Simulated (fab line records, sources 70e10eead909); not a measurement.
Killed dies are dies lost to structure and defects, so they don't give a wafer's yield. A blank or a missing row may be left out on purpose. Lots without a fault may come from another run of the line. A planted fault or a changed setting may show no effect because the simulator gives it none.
Which tool did it? | flow nand_harc | 7 lots, 20 wafers sampled, at 4 steps of a route of 1159

WHAT THE GAUGES READ, wafer by wafer
NHARC_A_ONON_D1_THK_MEAS_18: measures by ellipsometry.
lot  | measured     | on            | thk_nm (nm)
L925 | day 8 07:11  | film_metro-02 | 1012 1013 1013
L928 | day 8 22:45  | film_metro-02 | 999 998 998
L930 | day 9 17:49  | film_metro-02 | 1001 1001 1000
L936 | day 11 00:43 | film_metro-02 | 1552 1020
L940 | day 11 21:30 | film_metro-01 | 1019 1020 1019
L943 | day 12 10:42 | film_metro-02 | 1006 1006 1006
L946 | day 13 05:32 | film_metro-02 | 1001 1004 1003

WHICH TOOL RAN EACH LOT (tool, then ch and the chambers of the sampled wafers, then the start)
lot  | NHARC_P_BONDPAD_PVD_27                  | NHARC_P_BONDPAD_CMP_19        | NHARC_A_ONON_D1_DEP_16
L925 | pvd_sputter-02, day 6 21:24 or earlier  | cmp-03 ch 0,1, day 6 21:24    | pecvd_onon-03 ch 0, day 8 06:47
L928 | pvd_sputter-02, day 7 11:48 or earlier  | cmp-04 ch 0,2, day 7 11:48    | pecvd_onon-02 ch 0, day 8 22:16
L930 | pvd_sputter-02, day 8 04:08 or earlier  | cmp-03 ch 0,2,3, day 8 04:08  | pecvd_onon-02 ch 0, day 9 17:18
L936 | pvd_sputter-02, day 9 14:16 or earlier  | cmp-03 ch 1, day 9 14:16      | pecvd_onon-03 ch 0, day 11 00:15
L940 | pvd_sputter-01, day 10 14:34 or earlier | cmp-01 ch 1,3, day 10 14:34   | pecvd_onon-02 ch 0, day 11 21:07
L943 | pvd_sputter-03, day 11 00:52 or earlier | cmp-01 ch 0,1,2, day 11 00:52 | pecvd_onon-02 ch 0, day 12 10:11
L946 | pvd_sputter-02, day 11 19:47 or earlier | cmp-04 ch 1,2,3, day 11 19:47 | pecvd_onon-04 ch 0, day 13 05:02
- NHARC_P_BONDPAD_PVD_27: deposits Cu, target thk 30 nm, time 20.49 s.
- NHARC_P_BONDPAD_CMP_19: polishes, t overpolish 30 s, cu recess touch 16 s, target thk 160.81 nm.
- NHARC_A_ONON_D1_DEP_16: target thk 1000 nm.

THE ANSWER, worked out from the rows above alone
Rule: what is usual is taken from the lots themselves. Put in order of their means at a reading, lots are off if they are a third of the lots or fewer, leave a main group of 4 or more, and stand apart from it by a gap of 3 or more times the standard deviation of the main group's means; of several such gaps the widest counts. A main group whose means are all the same, to the digits that the tables above print for the reading, isn't used. A lot without any number at a reading at which 4 lots or more have one is off too. The other lots that the step has rows for count as sound.
Off: L936, at NHARC_A_ONON_D1_THK_MEAS_18 (thk_nm). The main group: mean 1007 nm, standard deviation 7.3.
A tool fits if, at a process step before that reading, it ran every lot that is off, and no sound lot after the first of them. The gauges at NHARC_A_ONON_D1_THK_MEAS_18 are tried like those tools. NHARC_P_BONDPAD_PVD_27 gives no start for some lots, so the hours and the order of its lots are those of NHARC_P_BONDPAD_CMP_19. Can't be told from this: 2 tools fit, cmp-03 at NHARC_P_BONDPAD_CMP_19, pecvd_onon-03 at NHARC_A_ONON_D1_DEP_16.

WHAT THE SIMULATOR HAD PUT IN
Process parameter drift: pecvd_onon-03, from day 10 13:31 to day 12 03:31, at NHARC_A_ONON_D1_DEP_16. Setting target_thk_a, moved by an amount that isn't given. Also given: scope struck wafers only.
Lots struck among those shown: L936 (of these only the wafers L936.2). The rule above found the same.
